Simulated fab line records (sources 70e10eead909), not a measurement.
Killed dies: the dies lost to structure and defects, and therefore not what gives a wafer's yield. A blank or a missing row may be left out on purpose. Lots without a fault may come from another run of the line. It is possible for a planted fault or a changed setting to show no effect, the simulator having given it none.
Comparing a struck lot with a sound one / flow nand_harc / 25 steps out of a route of 1302
Sound: wafers L569.1, L569.2, L569.3. Struck: wafer L589.1. (L589.5 of the same lot was not struck and is left out.) The cause comes at the end.
For every step that has rows: the tool of each side, followed by ch and its chambers, followed by its first start. Under that, the readings that differ: sound wafers / struck wafers / difference of the means / sigmas: that difference in standard deviations of wafers without a fault.
alike: same words and numbers on both sides, and readings whose means sit less than 2 such deviations apart. not compared: any withheld reading, any reading some wafer has no value for, any bound like >300 that may hide the same value, and any number with overlapping values for which the record gives no deviation.
The two part at a step that has a row with sigmas, a row that says differs or no value, or rows on one side only. Numbers that don't overlap but have no deviation are shown without sigmas and don't part them. Lack of a reading on every wafer of one side parts them only where that side has two or more wafers.

first, 4 steps without rows for these wafers: NHARC_P_GATE_PRECLEAN_71 (cleans in SC1); NHARC_P_GATE_SRD_72; NHARC_P_GATE_OXIDE_16 (material SiO2, target thk 3 nm, ox time 392 s); NHARC_P_GATE_CVD_17 (deposits poly-Si, target thk 150 nm, time 900 s).
NHARC_P_GATE_HM_DEP_102: deposits aC, target thk 120 nm.
  sound on acl_dep-02 ch 0, day 6 11:40; struck on acl_dep-03 ch 0, day 13 04:55
  alike: throttle_valve_pct
NHARC_P_GATE_DEP_103: deposits SiON, target thk 30 nm.
  sound on pecvd-04 ch 0,1, day 6 12:20; struck on pecvd-04 ch 2, day 13 05:35
reading=heater_power_w (W); sound=632 766 754; struck=973; difference=+256; sigmas=+3
  not compared: since_wet_clean_h
then, 6 steps without rows for these wafers: NHARC_P_GATE_DEHYDRATE_18 (time 120 s); NHARC_P_GATE_HMDS_19 (time 30 s); NHARC_P_GATE_COAT_20 (resist thk 90 nm); NHARC_P_GATE_SOFTBAKE_21 (time 55 s); NHARC_P_GATE_EBR_22; NHARC_P_GATE_EXPOSE_23 (exposes mask P GATE, target cd 120 nm).
NHARC_P_GATE_PEB_24: peb time 65 s.
  sound on litho_track-04 ch 0, day 6 12:55; struck on litho_track-01 ch 0, day 13 06:11
reading=chill_plate_temp_C (C); sound=22.86 22.99 22.90; struck=23.13; difference=+0.21; sigmas=+2
  alike: heater_power_total_W
then, 1 step without rows for these wafers: NHARC_P_GATE_DEVELOP_25 (develop time 35 s).
NHARC_P_GATE_CD_MEAS_26 targets a cd of 120 nm.
  sound on cd_sem-02 ch 0, day 6 13:00; struck on cd_sem-03 ch 0, day 13 06:16
reading=cd_nm (nm); sound=120.0 119.9 120.6; struck=107.7; difference=-12.5; sigmas=-23
NHARC_P_GATE_OVL_MEAS_27:
  sound on overlay-01 at day 6 13:05; struck on overlay-01 at day 13 06:21
  alike: overlay_x_nm, overlay_y_nm
NHARC_P_GATE_INSPECT_28:
  sound on defect_inspect-02 at day 6 13:07; struck on defect_inspect-02 at day 13 06:23
  alike: raw_defect_count
NHARC_P_GATE_DESCUM_31: chemistry O2, time 3 s.
  sound on rie_diel-03 ch 1,2,3, day 6 13:11; struck on rie_diel-01 ch 3, day 13 06:28
reading=rf_hours_counter_h (h); sound=0.8 0.7 1.2; struck=5.8; difference=+4.9; sigmas=
reading=rf_vpp_V (V); sound=58.7 57.7 56.8; struck=55.9; difference=-1.8; sigmas=-2
reading=model.P_GATE.cd_nm (nm); sound=119.9 119.2 119.8; struck=108.3; difference=-11.3; sigmas=
  alike: drypump_motor_current_A, oes_product_au, showerhead_plenum_p_Torr, throttle_valve_pct
NHARC_P_GATE_ETCH_104: etches the open film in CF4/CHF3, target depth 60 nm.
  sound on rie_diel-03 ch 0,1,2, day 6 13:16; struck on rie_diel-01 ch 3, day 13 06:32
reading=drypump_motor_current_A (A); sound=6.6 6.1 5.9; struck=4.9; difference=-1.3; sigmas=-2
  alike: cf4_flow_sccm, oes_product_au, rf_vpp_V, showerhead_plenum_p_Torr, throttle_valve_pct
NHARC_P_GATE_HM_OPEN_105: chemistry O2/COS, target depth 360 nm.
  sound on rie_diel-03 ch 0,1,3; struck on rie_diel-01 ch 0
reading=rf_hours_counter_h (h); sound=0.9 1.2 1.3; struck=7.1; difference=+6.0; sigmas=
  alike: drypump_motor_current_A, oes_product_au, rf_vpp_V, showerhead_plenum_p_Torr, throttle_valve_pct
then, 1 step without rows for these wafers: NHARC_P_GATE_STRIP_106 (strips in O2/COS).
NHARC_P_GATE_ETCH_114: etches the open film in CF4/O2, target depth 30 nm, overetch 3 nm, time 16.5 s.
  sound on rie_diel-03 ch 0,1,3; struck on rie_diel-01 ch 0
reading=rf_hours_counter_h (h); sound=0.9 1.2 1.3; struck=7.1; difference=+6.0; sigmas=
  alike: cf4_flow_sccm, drypump_motor_current_A, oes_product_au, rf_vpp_V, showerhead_plenum_p_Torr, throttle_valve_pct
NHARC_P_GATE_ETCH_32: etches the open film in HBr/Cl2, target depth 150 nm, time 100.1 s.
  sound on rie_si-03 ch 1,2,3, day 6 13:38; struck on rie_si-04 ch 3, day 13 07:01
reading=rf_hours_counter_h (h); sound=0.42 0.37 0.43; struck=0.69; difference=+0.28; sigmas=
reading=model.P_GATE.cd_nm (nm); sound=121.2 120.5 124.8; struck=108.3; difference=-13.9; sigmas=
  alike: drypump_motor_current_A, he_backside_leak_sccm, oes_product_au, throttle_valve_pct
then, 1 step without rows for these wafers: NHARC_P_GATE_STRIP_108 (strips in O2).
-- break in the record here, with 19 days between the starts of the struck wafers on either side (left off in module P_GATE, picked up again in module END, where the first step shown is number 1302 on the route) --
NHARC_END_SORT_01:
  only the struck wafers appear in the record here, on prober-01 ch 0 at day 32 05:35; the sound ones have no rows

## WHERE THEY PART
First at NHARC_P_GATE_DEP_103; last, within this record, at NHARC_END_SORT_01.

WHY: what the simulator had put in
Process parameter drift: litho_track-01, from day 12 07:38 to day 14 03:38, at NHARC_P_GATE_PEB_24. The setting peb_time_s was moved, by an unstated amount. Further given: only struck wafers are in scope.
